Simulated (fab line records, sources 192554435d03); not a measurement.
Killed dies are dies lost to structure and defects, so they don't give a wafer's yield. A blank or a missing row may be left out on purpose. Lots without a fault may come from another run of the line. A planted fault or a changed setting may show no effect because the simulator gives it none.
Chamber matching | flow n5_finfet | N5_MOL_CONTACT_COAG_CO_FILL_22 on cvd_co-02: 3 sister chambers
The step material Co, precursor CCTBA/H2, target thk 20 nm. 6 wafers are shown with their chamber, then 8 later ones without.

WAFERS WITH THEIR CHAMBER
wafer  | chamber | heater_power_w (W) | susceptor_temp_C (C)
L084.4 | 2       | 245                | 199.97
L084.5 | 1       | 235                | 199.81
L087.3 | 1       | 240                | 199.69
L087.4 | 0       | 235                | 200.18
L087.6 | 2       | 262                | 199.87
L090.1 | 0       | 236                | 200.05

WAFERS WITHOUT THEIR CHAMBER
wafer  | heater_power_w (W) | susceptor_temp_C (C)
L090.2 | 252                | 200.10
L090.4 | 231                | 199.88
L092.1 | 240                | 200.17
L092.3 | 257                | 199.89
L092.4 | 232                | 199.85
L095.4 | 258                | 199.96
L095.5 | 230                | 199.92
L095.6 | 235                | 200.02

WHICH CHAMBER EACH WENT THROUGH
wafer  | from the rows above          | in truth
L090.2 | can't be placed: 2 or 0      | 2
L090.4 | can't be placed: 1 or 0 or 2 | 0
L092.1 | 0                            | 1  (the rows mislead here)
L092.3 | 2                            | 2
L092.4 | can't be placed: 1 or 2 or 0 | 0
L095.4 | 2                            | 2
L095.5 | can't be placed: 1 or 0 or 2 | 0
L095.6 | can't be placed: 0 or 2      | 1
Placed correctly: 2 of 8. Can't be placed from these rows: 5 (the true chamber is among the candidates in 4). Placed wrongly: 1.
How it was worked out, from the rows above alone: a wafer's distance from a chamber is the root of the sum, over the readings, of the square of ((its reading less the chamber's mean) divided by the reading's scatter). The wafer belongs to the nearest chamber; if the next one is less than 2 further off, it can't be placed. A chamber's mean is the mean of its shown wafers. The scatter: the root of (the sum of the squares of (reading less its chamber's mean) over the shown wafers, divided by (wafers less chambers)).
